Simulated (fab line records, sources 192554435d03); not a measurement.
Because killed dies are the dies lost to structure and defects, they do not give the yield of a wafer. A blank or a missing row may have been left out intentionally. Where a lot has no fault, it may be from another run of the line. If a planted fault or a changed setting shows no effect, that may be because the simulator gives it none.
Problem report, 8D (eight disciplines) form, completed by code    flow n5Finfet    the parts of the form that need people (team, actions taken, sign-off) are left out

1. WHAT WENT WRONG
Mean of oesProductAu at N5_DUMMY_GATE_ETCH_23: 1.429 a.u. across 6 wafers in 2 lots; on wafers with no fault it is 0.998 a.u. (standard deviation 0.018). That is +24 standard deviations from the usual mean.
The step: etches poly-Si in HBr/Cl2/O2, target depth 41 nm, time 22.3 s.
First seen on wafer L233.3, day 8 00:20, on rieSi-03. Wafers with a number at this step in the record: 18, from 6 lots. Rule for "out", or "out of limits": more than 4 standard deviations from the usual mean. The rest of the wafers with a number are treated as sound.

2. WHAT IT IS AND WHAT IT IS NOT
question                     is                      is not
which readings at this step  oesProductAu            drypumpMotorCurrentA, throttleValvePct
which lots                   L233, L235              L213, L216, L224, L234
which wafers of those lots   all that have a number  -
read on which tools          rieSi-03                rieSi-01, rieSi-04
when                         from day 8 00:20        up to then (9 sound wafers); but 3 sound wafers of L234 came after

3. SUSPECTS, AND WHAT RULES EACH OUT
Counting: any tool at a process step up to the reading is kept as a suspect provided that every lot that is out went through it and no sound lot did after the first of them.
- rieDiel-01 at N5_DUMMY_GATE_STRIP_40 (strips in CF4): ruled out as a lasting fault. Sound lots L234 ran on it after its first lot that is out, L233 (day 7 23:43).
- rieSi-03 at N5_DUMMY_GATE_ETCH_32 (etches SiO2 in CF4, target depth 3.5 nm, time 3.9 s): kept. It ran every lot that is out, first L233 (day 8 00:18), and no sound lot after that; its last sound lot up to then is L216 (day 3 19:20).
- rieSi-03 at N5_DUMMY_GATE_ETCH_23 (etches poly-Si in HBr/Cl2/O2, target depth 41 nm, time 22.3 s): kept. It ran every lot that is out, first L233 (day 8 00:20), and no sound lot after that; its last sound lot up to then is L216 (day 3 19:22). On those wafers its own readings are out: oesProductAu.
After counting, rieSi-03 at N5_DUMMY_GATE_ETCH_32 and rieSi-03 at N5_DUMMY_GATE_ETCH_23 remain.

4. THE CAUSE (what the simulator had put in)
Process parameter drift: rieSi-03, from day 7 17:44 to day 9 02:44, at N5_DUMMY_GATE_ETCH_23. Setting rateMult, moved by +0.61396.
Counting leaves 2 suspects; this tool is one of them.

5. THE CHAIN OF EFFECTS, in route order
Each row: a reading where the mean over the struck wafers with a number is more than 3 standard deviations away from the usual. Scope: only readings with a usual standard deviation given in the record; hours: median across lots of the time from each lot's start at the first step in this table that gives one to its start at this step; sigmas: change in usual standard deviations.
hours  step                   reading       usual       on struck wafers  change  sigmas
0      N5_DUMMY_GATE_ETCH_23  oesProductAu  0.998 a.u.  1.429             +0.431  +24
Process steps it contains:
- N5_DUMMY_GATE_ETCH_23: etches poly-Si in HBr/Cl2/O2, target depth 41 nm, time 22.3 s.
Later steps that measure or inspect, where all struck wafers having a row at the step show a number for every such reading and not one has moved that far: N5_DUMMY_GATE_CD_MEAS_24, N5_BEOL_M4_RC_MEAS_101.

6. HOW IT WOULD HAVE BEEN CAUGHT EARLIER
First out-of-limits reading in this record: day 8 00:20, which is 7 hours after fault onset at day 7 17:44.
